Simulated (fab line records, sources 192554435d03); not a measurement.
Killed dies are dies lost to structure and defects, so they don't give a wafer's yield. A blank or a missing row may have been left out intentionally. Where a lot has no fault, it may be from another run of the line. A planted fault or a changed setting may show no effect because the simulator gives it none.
fab line records	flow n5_finfet
record lots=5	wafers=15	last_day=18
route steps=1938 shown BEOL_M4@1099 BEOL_M5@1112 PASSIVATION@1936
lots untouched by any fault: they come from a run of this same line in which no faults occurred
start_h: start of the lot's first displayed wafer, in hours after the record's first day	wait_h: how many hours have passed since the lot's step before this one	" as in the row above	L1.1+2: a single row standing in for several wafers	- value missing, or start not given	* or withheld: withheld	< > ~ a bound
route shown NAME@n: names a module that has steps shown in the file, with the first one's number in the route	usual: mean/standard deviation taken from wafers without a fault	same: alike in all rows	chamber/n: place in a boat	sites: per-site readings	_std_site: standard deviation of those values	_edge_site: outer sites' mean less inner sites'	radius_mm: how far each site lies from the wafer's centre	mask NAME#n: copy n	behind: the tool/chamber that last shaped the wafer	hold: why the lot was held/for how many hours/how that ended	device: whichever transistor did not switch (one of n, p or np)	end of line: tests of these same wafers at the route's end	step lacking rows: just its recipe	killed: count of dies lost to structure and defects at first sort (not the wafer's yield)	map: shows each die of a wafer: x if killed, . if not, _ if none is there
set.NAME: the setting the step ran with; set.NAME@STEP: the setting that earlier step ran with	model.NAME: the simulator's own value behind a step, which no gauge read
lots at selected steps of the route; one table per step, one row per wafer
services: when a tool's chamber went out of use (start_h, in hours from the record's first day, below 0 if earlier), for how many hours, and the reason
## steps
# step N5_BEOL_M4_ANNEAL_95
# recipe temp_c=400	time_s=240	ambient=vacuum
# step N5_BEOL_M4_SPUTTER_96
# recipe material=Cu	target_thk_a=45	temp_c=-20	chamber_pressure_pa=0.07	power_w=withheld	time_s=8.29
# step N5_BEOL_M4_ECD_50
# recipe material=Cu	target_thk_a=3000
# step N5_BEOL_M4_ANNEAL_51
# recipe temp_c=225	time_s=90	ambient=N2
# step N5_BEOL_M4_CMP_52
# recipe stop_on=SiOC	t_overpolish_s=6.8	down_force_psi=1	platen_rpm=50	clearing_platen_down_force_psi=1.5	clearing_platen_rpm=50	post_cmp_clean=cu_alkaline	target_thk_nm=40	clearing_platen_pad_velocity_m_s=0.99484	pad_velocity_m_s=0.99484
# step N5_BEOL_M4_PRE_CLEAN_60
# recipe gas=NH3/H2	time_s=15	temp_c=*	rf_power_w=300
# step N5_BEOL_M4_CO_CAP_55
# recipe material=Co	target_thk_a=20	temp_c=200	precursor=CCTBA/H2	pressure_torr=30	time_s=102.1
# step N5_BEOL_M4_PRE_CLEAN_56
# recipe gas=NH3	time_s=15	temp_c=withheld	rf_power_w=300
# step N5_BEOL_M4_DEP_57
# recipe material=SiCN	target_thk_a=80	temp_c=withheld	precursor=3MS/NH3	pressure_torr=3	rf_w=202	time_s=14
# step N5_BEOL_M4_RC_MEAS_101
# usual DIBL_N=35.9/1.4	DIBL_P=35.9/1.7	IOFF_N=0.160/0.026	IOFF_P=0.21/0.036	ION_N=672/11	ION_P=461/8.1	SS_N=71.4/0.54	SS_P=73.2/0.67	VT_N=249.3/2.7	VT_P=-250/3.9
lot.wafer	tool	chamber	start_h	wait_h	DIBL_N[mV/V]	DIBL_P[mV/V]	IOFF_N[nA/um]	IOFF_P[nA/um]	ION_N[uA/um]	ION_P[uA/um]	SS_N[mV/dec]	SS_P[mV/dec]	VT_N[mV]	VT_P[mV]
L635.1	prober-02	0	260.94	0.0	35.9	34.7	0.152	0.22	664	459	71.1	73.4	249.3	-249
L635.2	"	0	"	"	37.0	36.9	0.172	0.27	663	461	71.4	73.1	246.3	-247
L635.3	"	0	"	"	35.3	35.3	0.155	0.24	676	473	70.9	72.8	247.6	-245
L634.3	prober-01	0	266.15	0.3	36.5	33.9	0.162	0.19	663	448	72.6	72.6	252.6	-253
L634.4	"	0	"	"	35.8	34.6	0.165	0.19	675	454	72.0	73.0	249.6	-252
L634.5	"	0	"	"	36.2	34.7	0.167	0.20	662	455	71.4	73.5	249.7	-250
L636.3	prober-01	0	276.71	0.3	33.5	34.0	0.117	0.17	658	454	71.0	71.9	252.2	-251
L636.5	"	0	"	"	36.8	36.8	0.183	0.21	661	453	72.2	72.8	247.1	-247
L636.6	"	0	"	"	35.8	35.9	0.159	0.20	665	457	71.8	72.4	249.5	-250
L638.2	prober-02	0	309.51	0.2	36.5	34.8	0.142	0.16	669	456	71.0	73.1	250.3	-257
L638.4	"	0	"	"	36.6	35.4	0.139	0.16	658	447	71.4	73.3	253.1	-257
L638.5	"	0	"	"	35.4	33.4	0.124	0.14	665	448	70.8	72.6	252.1	-257
L641.2	prober-02	0	316.42	0.2	39.0	40.0	0.214	0.25	680	464	72.3	74.7	247.5	-248
L641.3	"	0	"	"	38.4	39.7	0.194	0.24	668	459	71.7	74.4	249.7	-250
L641.5	"	0	"	"	35.8	36.9	0.151	0.19	663	456	71.6	73.2	252.8	-254
# step N5_BEOL_M5_ILD_DEP_00
# recipe material=SiCOH_lowk	target_thk_a=1406.4	temp_c=300	precursor=DEMS/porogen	pressure_torr=5	rf_w=500	time_s=25.9
# step N5_BEOL_M5_CURE_79
# recipe temp_c=385	time_s=240	ambient=He/Ar	material=SiCOH_lowk
# step N5_BEOL_M5_PECVD_70
# recipe material=SiO2	target_thk_a=160	temp_c=400	precursor=TEOS/O2	pressure_torr=5.5	rf_w=450	teos_flow_sccm=53.8	gas=O2	flow_sccm=3000	time_s=18
# step N5_BEOL_M5_HM_DEP_02
# recipe material=TiN	target_thk_a=200	temp_c=25	chamber_pressure_pa=0.49996
# step N5_BEOL_M5_COAT_59
# recipe resist=SOC	temp_c=250	time_s=60	spin_rpm=1500	resist_thk_nm=60
# step N5_BEOL_M5_COAT_60
# recipe resist=SiARC	temp_c=220	time_s=60	spin_rpm=1500	resist_thk_nm=12
# step N5_BEOL_M5_COAT_71
# recipe resist=underlayer	temp_c=205	time_s=60	spin_rpm=1500	resist_thk_nm=5
# step N5_BEOL_M5_COAT_05
# recipe resist=CAR-EUV	spin_rpm=1500	resist_thk_nm=30
# step N5_BEOL_M5_EBR_07
# recipe solvent=PGMEA	ebr_width_mm=1.5
# step N5_BEOL_M5_SOFTBAKE_06
# recipe temp_c=110	time_s=60	resist=CAR-EUV
# step N5_BEOL_M5_EXPOSE_08
# recipe mask_id=M5	na=0.33	source_shape=annular	sigma_inner=0.4	sigma_outer=0.8	polarization=unpolarized	target_cd_nm=28	dose_mj=35.75
# step N5_BEOL_M5_PEB_09
# recipe peb_temp_c=100	peb_time_s=60	resist=CAR-EUV
# step N5_BEOL_M5_DEVELOP_10
# recipe develop_time_s=30	developer=TMAH	resist=CAR-EUV	rinse_liquid=surfactant_rinse	dry=air_spin	dev_temp_c=23
# step N5_BEOL_M5_DESCUM_16
# recipe chemistry=O2	time_s=7	source_power_w=50	bias_power_w=20	pressure_mtorr=20	rf_frequency_hz=2.712e+07	temp_c=40	resist=CAR-EUV	o2_flow_sccm=225
# step N5_BEOL_M5_ETCH_72
# recipe chemistry=N2/H2	target=underlayer	target_depth_a=65	mask_material=CAR-EUV	time_s=5.2	ion_energy_ev=200	pressure_mtorr=30	source_w=840	bias_w=150	n2_flow_sccm=200	h2_flow_sccm=200	ends=cleared
# step N5_BEOL_M5_ETCH_61
# recipe chemistry=CF4	target=SiARC	target_depth_a=156	mask_material=CAR-EUV	time_s=26	ion_energy_ev=80	pressure_mtorr=40	source_w=545	bias_w=36	Ar_flow_sccm=100	cf4_flow_sccm=100	ends=cleared
# step N5_BEOL_M5_ETCH_62
# recipe chemistry=N2/H2	target=SOC	target_depth_a=750	overetch_a=150	mask_material=SiARC	temp_c=40	time_s=112.5	ion_energy_ev=200	pressure_mtorr=30	source_w=840	bias_w=150	n2_flow_sccm=200	h2_flow_sccm=200
# step N5_BEOL_M5_STRIP_63
# recipe chemistry=N2/H2	temp_c=40	n2_flow_sccm=200	h2_flow_sccm=200	rf_frequency_hz=6e+07
# step N5_BEOL_M5_STRIP_73
# recipe chemistry=N2/H2	temp_c=40	n2_flow_sccm=200	h2_flow_sccm=200	rf_frequency_hz=6e+07
# step N5_BEOL_M5_STRIP_64
# recipe chemistry=CF4	resist=SiARC	power_w=300	bias_power_w=75	pressure_mtorr=50	cf4_flow_sccm=150	rf_frequency_hz=6e+07
# step N5_BEOL_M5_HM_OPEN_17
# recipe chemistry=Cl2/BCl3	target_depth_a=200	overetch_a=60	target=TiN	mask_material=SOC	ion_energy_ev=150	pressure_mtorr=10	icp_w=1000	bias_w=126	Cl2_flow_sccm=53.25	bcl3_flow_sccm=21.75	Ar_flow_sccm=25
# step N5_BEOL_M5_STRIP_19
# recipe chemistry=O2	power_w=400	temp_c=40	pressure_mtorr=30	rf_frequency_hz=6e+07	bias_power_w=0	overash_fraction=0.2	o2_flow_sccm=225
# step N5_BEOL_M5_COAT_65
# recipe resist=SOC	temp_c=250	time_s=60	spin_rpm=1500	resist_thk_nm=60
# step N5_BEOL_M5_COAT_66
# recipe resist=SiARC	temp_c=220	time_s=60	spin_rpm=1500	resist_thk_nm=12
# step N5_BEOL_M5_CVD_47
# recipe material=Co	target_thk_a=30	temp_c=withheld	precursor=CCTBA/H2	pressure_torr=30	time_s=216
# usual chamber_pressure_Torr=29.99/0.06	run_length_s=239.3/0.61
lot.wafer	tool	chamber	start_h	wait_h	chamber_pressure_Torr	run_length_s
L635.1	cvd_co-02	2	268.37	0.1	-	-
L635.2	"	0	"	"	-	-
L635.3	"	1	"	"	-	-
L634.3	cvd_co-02	1	272.15	0.1	-	-
L634.4	"	2	"	"	-	-
L634.5	"	0	"	"	-	-
L636.3	cvd_co-02	2	283.32	0.0	-	-
L636.5	"	1	"	"	-	-
L636.6	"	0	"	"	-	-
L638.2	cvd_co-02	0	315.84	0.1	29.91	240.0
L638.4	"	0	"	"	30.00	239.8
L638.5	"	0	"	"	29.92	239.8
L641.2	cvd_co-01	0	323.02	0.3	29.97	239.2
L641.3	"	2	"	"	29.96	238.7
L641.5	"	1	"	"	30.02	239.6
# step N5_BEOL_M5_CMP_52
# recipe stop_on=SiCOH_lowk	t_overpolish_s=6.9	down_force_psi=1	platen_rpm=50	clearing_platen_down_force_psi=1.5	clearing_platen_rpm=50	post_cmp_clean=cu_alkaline	target_thk_nm=62	clearing_platen_pad_velocity_m_s=0.99484	pad_velocity_m_s=0.99484
# usual barrier_field_endpoint_s=24.9/0.6	motor_current_A=6.1/0.72	platen_rpm=50.00/0.037
lot.wafer	tool	chamber	start_h	wait_h	barrier_field_endpoint_s	motor_current_A	platen_rpm	model.Cu_of_BEOL_M5_ECD_50.thk_nm
L635.3	cmp-01	0	273.56	0.2	20.2	6.2	49.97	67.2
L635.2	"	1	"	"	20.4	5.2	50.00	64.8
L635.1	"	2	"	"	20.7	6.0	50.01	64.6
L634.3	cmp-04	1	277.58	0.3	20.5	6.1	49.95	66.8
L634.4	"	2	"	"	21.8	6.6	50.08	64.6
L634.5	"	3	"	"	22.1	5.0	49.97	67.8
L636.3	cmp-04	2	288.45	0.3	20.9	6.9	49.97	63.4
L636.6	"	0	"	"	20.8	5.0	50.02	64.2
L636.5	"	1	"	"	20.7	6.6	50.03	64
L638.2	cmp-01	3	320.91	0.2	24.5	5.4	49.99	59.6
L638.4	"	1	"	"	25.1	5.0	50.00	61.8
L638.5	"	3	"	"	25.3	5.4	49.96	61.8
L641.2	cmp-02	1	328.11	0.2	25.4	5.7	49.99	62.4
L641.3	"	2	"	"	24.4	7.4	49.95	62.6
L641.5	"	2	"	"	25.5	7.0	49.91	63.4
# step N5_PASSIVATION_PROBE_49
# usual defect_limited_yield=90.9/1.5	killed_at_M0_to_M3=35/10	killed_at_M4_up=14/5.2	killed_at_contacts=13/7.3	killed_at_front_end=42/12	killed_at_other=3.4/2.5	killed_dies=108/18	killed_on_rim=14/4.2	killed_open=70/13	killed_short=35/8	sort_bin_5_function=5.4/1	sort_bin_6_memory=3.4/0.71	sort_n_pass=1072/18	sort_yield_pct=90.9/1.5
# same gross_dies=1180	killed_at_back_side=0	sort_bin_4_leakage[%]=0	sort_bin_8_speed[%]=0
lot.wafer	tool	chamber	start_h	wait_h	defect_limited_yield[%]	killed_at_M0_to_M3	killed_at_M4_up	killed_at_contacts	killed_at_front_end	killed_at_other	killed_dies	killed_on_rim	killed_open	killed_short	sort_bin_5_function[%]	sort_bin_6_memory[%]	sort_n_pass	sort_yield_pct[%]
L635.1	prober-02	-	367.02	0.0	0	36	1091	16	37	0	1180	152	68	33	88.9	10.3	0	0
L635.2	prober-02	-	367.07	0.1	0	40	1089	18	33	0	1180	152	72	30	89.1	10.5	0	0
L635.3	prober-02	-	367.12	0.1	0	31	1078	15	53	3	1180	152	72	39	89.3	10.5	0	0
L634.3	prober-02	-	376.67	0.1	0	48	1089	12	26	5	1180	152	64	31	91.4	8.3	0	0
L634.4	prober-02	-	376.72	0.2	0	48	1074	14	43	1	1180	152	80	43	89.7	10.2	0	0
L634.5	prober-02	-	376.77	0.2	0	42	1100	16	21	1	1180	152	64	36	88.5	11.4	0	0
L636.3	prober-02	-	382.09	0.1	0	28	1087	16	45	4	1180	152	65	36	88.6	10.8	0	0
L636.5	prober-02	-	382.19	0.2	0	22	1100	8	48	2	1180	152	55	33	91.2	8.6	0	0
L636.6	prober-02	-	382.24	0.3	0	25	1115	7	29	4	1180	152	43	25	88.1	11.4	0	0
L638.2	prober-01	-	425.86	0.1	89.0	42	21	4	61	2	130	21	81	47	5.8	4.8	1050	89.0
L638.4	prober-01	-	425.96	0.2	89.7	30	15	16	57	3	121	13	78	39	5.8	4.3	1059	89.7
L638.5	prober-01	-	426.01	0.2	90.5	21	19	21	49	2	112	12	61	46	5.8	3.6	1068	90.5
# killed by level:class
L635.1 BEOL_M5:area_cvd=827 BEOL_M5:interface_void_opened=252 FIN_SAQP:geometric_particle:open=14 MOL_CONTACT_COAG:geometric_particle:open=13 BEOL_M0_SAQP:geometric_particle:short=13 BEOL_M0_SAQP:geometric_particle:open=9 BEOL_M2:geometric_particle:open=7 BEOL_M4:geometric_particle:open=6
L635.2 BEOL_M5:area_cvd=835 BEOL_M5:interface_void_opened=242 MOL_CONTACT_COAG:geometric_particle:open=14 BEOL_M2:geometric_particle:open=12 FIN_SAQP:geometric_particle:open=8 BEOL_M0_SAQP:geometric_particle:short=8 BEOL_M3:geometric_particle:open=6 BEOL_M0_SAQP:geometric_particle:open=5
L635.3 BEOL_M5:area_cvd=803 BEOL_M5:interface_void_opened=264 FIN_SAQP:geometric_particle:open=20 MOL_CONTACT_COAG:geometric_particle:open=12 BEOL_M2:geometric_particle:open=10 FIN_SAQP:geometric_particle:short=9 DUMMY_GATE:geometric_particle:open=7 BEOL_M0_SAQP:geometric_particle:short=5
L634.3 BEOL_M5:area_cvd=846 BEOL_M5:interface_void_opened=238 BEOL_M1:geometric_particle:open=15 BEOL_M0_SAQP:geometric_particle:open=9 MOL_CONTACT_COAG:geometric_particle:open=7 BEOL_M2:geometric_particle:open=7 DUMMY_GATE:geometric_particle:open=6 BEOL_M0_SAQP:geometric_particle:short=6
L634.4 BEOL_M5:area_cvd=827 BEOL_M5:interface_void_opened=228 BEOL_M0_SAQP:geometric_particle:short=17 STI_FIN_REVEAL:geometric_particle:open=16 MOL_CONTACT_COAG:geometric_particle:open=12 BEOL_M0_SAQP:geometric_particle:open=12 FIN_SAQP:geometric_particle:open=7 BEOL_M4:geometric_particle:open=7
L634.5 BEOL_M5:area_cvd=833 BEOL_M5:interface_void_opened=246 MOL_CONTACT_COAG:geometric_particle:open=14 BEOL_M0_SAQP:geometric_particle:short=14 BEOL_M4:geometric_particle:open=14 BEOL_M0_SAQP:geometric_particle:open=7 BEOL_M1:geometric_particle:short=4 BEOL_M1:geometric_particle:open=4
L636.3 BEOL_M5:area_cvd=825 BEOL_M5:interface_void_opened=253 STI_FIN_REVEAL:geometric_particle:open=11 MOL_CONTACT_COAG:geometric_particle:open=11 FIN_SAQP:geometric_particle:short=10 BEOL_M1:geometric_particle:open=8 FIN_SAQP:geometric_particle:open=7 BEOL_M0_SAQP:geometric_particle:open=7
L636.5 BEOL_M5:area_cvd=850 BEOL_M5:interface_void_opened=241 STI_FIN_REVEAL:geometric_particle:open=12 MOL_CONTACT_COAG:geometric_particle:open=6 BEOL_M1:geometric_particle:short=6 DUMMY_GATE:geometric_particle:open=5 GATE_CUT:geometric_particle:open=5 ILD0:geometric_particle:open=4
L636.6 BEOL_M5:area_cvd=838 BEOL_M5:interface_void_opened=271 BEOL_M1:geometric_particle:open=7 MOL_CONTACT_COAG:geometric_particle:open=6 BEOL_M1:geometric_particle:short=6 DUMMY_GATE:geometric_particle:open=5 GATE_CUT:geometric_particle:short=4 BEOL_M5:geometric_particle:open=4
L638.2 FIN_SAQP:geometric_particle:open=15 STI_FIN_REVEAL:geometric_particle:open=14 GATE_CUT:geometric_particle:short=12 BEOL_M2:geometric_particle:open=9 BEOL_M4:geometric_particle:open=8 FIN_SAQP:geometric_particle:short=6 BEOL_M3:geometric_particle:open=6 BEOL_M0:geometric_particle:open=5
L638.4 STI_FIN_REVEAL:geometric_particle:open=24 MOL_CONTACT_COAG:geometric_particle:open=12 BEOL_M0_SAQP:geometric_particle:short=8 STI_FIN_REVEAL:geometric_particle:short=7 DUMMY_GATE:geometric_particle:open=7 BEOL_M4:geometric_particle:open=6 BEOL_M0_SAQP:geometric_particle:open=5 BEOL_M1:geometric_particle:open=5
L638.5 MOL_CONTACT_COAG:geometric_particle:open=15 STI_FIN_REVEAL:geometric_particle:open=12 BEOL_M0_SAQP:geometric_particle:short=7 STI_FIN_REVEAL:geometric_particle:short=6 STARTING-WAFER:geometric_particle:short=6 FIN_SAQP:geometric_particle:open=5 GATE_CUT:geometric_particle:short=5 MOL_CONTACT_COAG:geometric_particle:short=5
# map L634.3 (x killed, . not)
_________________xxxxxxxxxxxx________________
______________xxxxxxxxxxxxxxxxxx_____________
___________xxxxxxxxxxxxxxxxxxxxxxxx__________
__________xxxxxxxxxxxxxxxxxxxxxxxxxx_________
________xxxxxxxxxxxxxxxxxxxxxxxxxxxxxx_______
_______xxxxxxxxxxxxxxxxxxxxxxxxxxxxxxxx______
______xxxxxxxxxxxxxxxxxxxxxxxxxxxxxxxxxx_____
_____xxxxxxxxxxxxxxxxxxxxxxxxxxxxxxxxxxxx____
____xxxxxxxxxxxxxxxxxxxxxxxxxxxxxxxxxxxxxx___
___xxxxxxxxxxxxxxxxxxxxxxxxxxxxxxxxxxxxxxxx__
___xxxxxxxxxxxxxxxxxxxxxxxxxxxxxxxxxxxxxxxx__
__xxxxxxxxxxxxxxxxxxxxxxxxxxxxxxxxxxxxxxxxxx_
__xxxxxxxxxxxxxxxxxxxxxxxxxxxxxxxxxxxxxxxxxx_
_xxxxxxxxxxxxxxxxxxxxxxxxxxxxxxxxxxxxxxxxxxxx
_xxxxxxxxxxxxxxxxxxxxxxxxxxxxxxxxxxxxxxxxxxxx
_xxxxxxxxxxxxxxxxxxxxxxxxxxxxxxxxxxxxxxxxxxxx
_xxxxxxxxxxxxxxxxxxxxxxxxxxxxxxxxxxxxxxxxxxxx
_xxxxxxxxxxxxxxxxxxxxxxxxxxxxxxxxxxxxxxxxxxxx
_xxxxxxxxxxxxxxxxxxxxxxxxxxxxxxxxxxxxxxxxxxxx
_xxxxxxxxxxxxxxxxxxxxxxxxxxxxxxxxxxxxxxxxxxxx
_xxxxxxxxxxxxxxxxxxxxxxxxxxxxxxxxxxxxxxxxxxxx
__xxxxxxxxxxxxxxxxxxxxxxxxxxxxxxxxxxxxxxxxxx_
__xxxxxxxxxxxxxxxxxxxxxxxxxxxxxxxxxxxxxxxxxx_
___xxxxxxxxxxxxxxxxxxxxxxxxxxxxxxxxxxxxxxxx__
___xxxxxxxxxxxxxxxxxxxxxxxxxxxxxxxxxxxxxxxx__
____xxxxxxxxxxxxxxxxxxxxxxxxxxxxxxxxxxxxxx___
_____xxxxxxxxxxxxxxxxxxxxxxxxxxxxxxxxxxxx____
______xxxxxxxxxxxxxxxxxxxxxxxxxxxxxxxxxx_____
_______xxxxxxxxxxxxxxxxxxxxxxxxxxxxxxxx______
________xxxxxxxxxxxxxxxxxxxxxxxxxxxxxx_______
__________xxxxxxxxxxxxxxxxxxxxxxxxxx_________
___________xxxxxxxxxxxxxxxxxxxxxxxx__________
______________xxxxxxxxxxxxxxxxxx_____________
_________________xxxxxxxxxxxx________________
# map L635.1 (x killed, . not)
_________________xxxxxxxxxxxx________________
______________xxxxxxxxxxxxxxxxxx_____________
___________xxxxxxxxxxxxxxxxxxxxxxxx__________
__________xxxxxxxxxxxxxxxxxxxxxxxxxx_________
________xxxxxxxxxxxxxxxxxxxxxxxxxxxxxx_______
_______xxxxxxxxxxxxxxxxxxxxxxxxxxxxxxxx______
______xxxxxxxxxxxxxxxxxxxxxxxxxxxxxxxxxx_____
_____xxxxxxxxxxxxxxxxxxxxxxxxxxxxxxxxxxxx____
____xxxxxxxxxxxxxxxxxxxxxxxxxxxxxxxxxxxxxx___
___xxxxxxxxxxxxxxxxxxxxxxxxxxxxxxxxxxxxxxxx__
___xxxxxxxxxxxxxxxxxxxxxxxxxxxxxxxxxxxxxxxx__
__xxxxxxxxxxxxxxxxxxxxxxxxxxxxxxxxxxxxxxxxxx_
__xxxxxxxxxxxxxxxxxxxxxxxxxxxxxxxxxxxxxxxxxx_
_xxxxxxxxxxxxxxxxxxxxxxxxxxxxxxxxxxxxxxxxxxxx
_xxxxxxxxxxxxxxxxxxxxxxxxxxxxxxxxxxxxxxxxxxxx
_xxxxxxxxxxxxxxxxxxxxxxxxxxxxxxxxxxxxxxxxxxxx
_xxxxxxxxxxxxxxxxxxxxxxxxxxxxxxxxxxxxxxxxxxxx
_xxxxxxxxxxxxxxxxxxxxxxxxxxxxxxxxxxxxxxxxxxxx
_xxxxxxxxxxxxxxxxxxxxxxxxxxxxxxxxxxxxxxxxxxxx
_xxxxxxxxxxxxxxxxxxxxxxxxxxxxxxxxxxxxxxxxxxxx
_xxxxxxxxxxxxxxxxxxxxxxxxxxxxxxxxxxxxxxxxxxxx
__xxxxxxxxxxxxxxxxxxxxxxxxxxxxxxxxxxxxxxxxxx_
__xxxxxxxxxxxxxxxxxxxxxxxxxxxxxxxxxxxxxxxxxx_
___xxxxxxxxxxxxxxxxxxxxxxxxxxxxxxxxxxxxxxxx__
___xxxxxxxxxxxxxxxxxxxxxxxxxxxxxxxxxxxxxxxx__
____xxxxxxxxxxxxxxxxxxxxxxxxxxxxxxxxxxxxxx___
_____xxxxxxxxxxxxxxxxxxxxxxxxxxxxxxxxxxxx____
______xxxxxxxxxxxxxxxxxxxxxxxxxxxxxxxxxx_____
_______xxxxxxxxxxxxxxxxxxxxxxxxxxxxxxxx______
________xxxxxxxxxxxxxxxxxxxxxxxxxxxxxx_______
__________xxxxxxxxxxxxxxxxxxxxxxxxxx_________
___________xxxxxxxxxxxxxxxxxxxxxxxx__________
______________xxxxxxxxxxxxxxxxxx_____________
_________________xxxxxxxxxxxx________________
## services
tool	chamber	start_h	hours	kind
cmp-02	-	251.11	4.0	pm
cmp-02	-	255.11	-	consumable_replace:conditioner
cmp-02	-	255.11	-	consumable_replace:pad
cmp-01	-	256.07	10.5	repair
cmp-04	-	265.44	5.6	pm
cvd_co-02	1	301.85	14.9	repair
cmp-04	-	302.21	1.7	repair
cmp-02	-	303.99	1.4	repair
## key
first_sign step=N5_BEOL_M5_CVD_47	reading=tool_record	direction=missing
effect step=N5_BEOL_M5_CMP_52	reading=barrier_field_endpoint_s	direction=down	sigmas=6.7	usual=24.9	struck=20.9
effect step=N5_PASSIVATION_PROBE_49	reading=killed_at_M4_up	direction=up	sigmas=99+	usual=14	struck=1091
model_effect step=N5_BEOL_M5_CMP_52	value=Cu_of_BEOL_M5_ECD_50.thk_nm	without=62.36	struck=65.27
more_kills_born_at N5_BEOL_M5_CVD_47@cvd_co-02=7483
met_at N5_BEOL_M5_CVD_47
struck_wafers L634.3,L634.4,L634.5,L635.1,L635.2,L635.3,L636.3,L636.5,L636.6
later_rows_left_out L634.3,L634.4,L634.5,L635.1,L635.2,L635.3,L636.3,L636.5,L636.6
fault kind=skipped_step_whole	tool=cvd_co-02	chamber=-	onset_h=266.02	steps=N5_BEOL_M5_CVD_47	scope=struck_lots_only
# later_rows_left_out: the simulator's readings of these wafers behind a module that went badly wrong aren't trusted and aren't shown, but for the sort
